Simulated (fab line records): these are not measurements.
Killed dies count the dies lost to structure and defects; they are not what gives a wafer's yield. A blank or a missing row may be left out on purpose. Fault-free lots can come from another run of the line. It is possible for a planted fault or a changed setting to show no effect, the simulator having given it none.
2 desks looking at one fault -- flow nand_harc -- only its own numbers are on each desk; what lay behind them is given at the end

== AT THE TOOL OWNER'S DESK: rie_diel-01 ==
The tool's own readings at NHARC_P_CONTACT_ETCH_31 (etches the open film in CH3F/O2, target depth 30 nm, time 85.7 s): means of the sampled wafers that have a number, for each lot that ran on this tool. If a lot's mean is further than 4 standard deviations from the usual mean, the lot is out of limits and carries the mark OUT (the distance appears in the brackets).
Columns: A = chamber_pressure_mTorr at NHARC_P_CONTACT_ETCH_31, usual 25.00 mTorr; B = drypump_motor_current_A at NHARC_P_CONTACT_ETCH_31, usual 5.6 A; C = oes_product_au at NHARC_P_CONTACT_ETCH_31, usual 0.984 a.u.; D = rf_vpp_V at NHARC_P_CONTACT_ETCH_31, usual 244.2 V; E = run_length_s at NHARC_P_CONTACT_ETCH_31, usual 107.1 s; F = showerhead_plenum_p_Torr at NHARC_P_CONTACT_ETCH_31, usual 2.45 Torr; G = throttle_valve_pct at NHARC_P_CONTACT_ETCH_31, usual 20.664 %
lot,first seen here,A,B,C,D,E,F,G
L862,day 6 07:17,25.01,5.7,0.991,243.6,107.2,2.44,20.668
L866,day 7 15:49,25.02,5.4,0.984,244.3,107.0,2.38,20.656
L867,day 7 16:55,25.00,5.6,0.988,244.1,107.4,2.40,20.657
L875,day 9 18:14,24.97,5.1,0.993,241.9,61.1 (-99 or more) OUT,2.31,20.648
L881,day 11 09:29,25.00,6.2,0.965,243.4,107.1,2.42,20.663
This desk's verdict: out of limits on L875, starting with L875 at day 9 18:14 (run_length_s at NHARC_P_CONTACT_ETCH_31). L862, L866, L867, L881: within limits.

== AT THE METROLOGY DESK ==
What the gauges read, lot by lot, whatever tool the lot ran on: means of the sampled wafers that have a number. If a lot's mean is further than 4 standard deviations from the usual mean, the lot is out of limits and carries the mark OUT (the distance appears in the brackets).
Columns: A = cd_nm at NHARC_P_CONTACT_CD_MEAS_12, usual 90.6 nm; B = cd_nm at NHARC_P_CONTACT_CD_MEAS_19, usual 90.8 nm
lot,first seen here,A,B
L859,day 6 02:55,91.0,92.0
L862,day 6 06:04,90.7,90.3
L861,day 6 10:36,90.1,92.2
L863,day 6 18:22,89.5,89.8
L866,day 7 14:53,89.7,89.1
L867,day 7 15:59,90.9,90.8
L875,day 9 17:18,91.5,94.3
L877,day 10 06:50,90.8,90.2
L876,day 10 07:40,91.1,89.7
L878,day 10 16:22,91.3,93.6
L880,day 11 07:28,90.6,92.8
L881,day 11 08:26,90.6,89.3
Result from this desk: across the 12 lots, nothing is out of limits.

== BROUGHT TOGETHER ==
At day 9 18:14, on L875, the tool owner's desk was in a position to raise an alarm.
The metrology desk saw nothing out of limits.
The metrology desk has L875 on record, within its limits.
NHARC_P_CONTACT_ETCH_31 was run on rie_diel-01 by each of the lots named.

== WHAT WAS PUT IN BY THE SIMULATOR ==
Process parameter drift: rie_diel-01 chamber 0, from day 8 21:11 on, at NHARC_P_CONTACT_ETCH_31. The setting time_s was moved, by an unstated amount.
Struck lots among those shown: L875.
Time in hours from fault onset to the first out-of-limits reading at each desk: the tool owner's desk, 21.
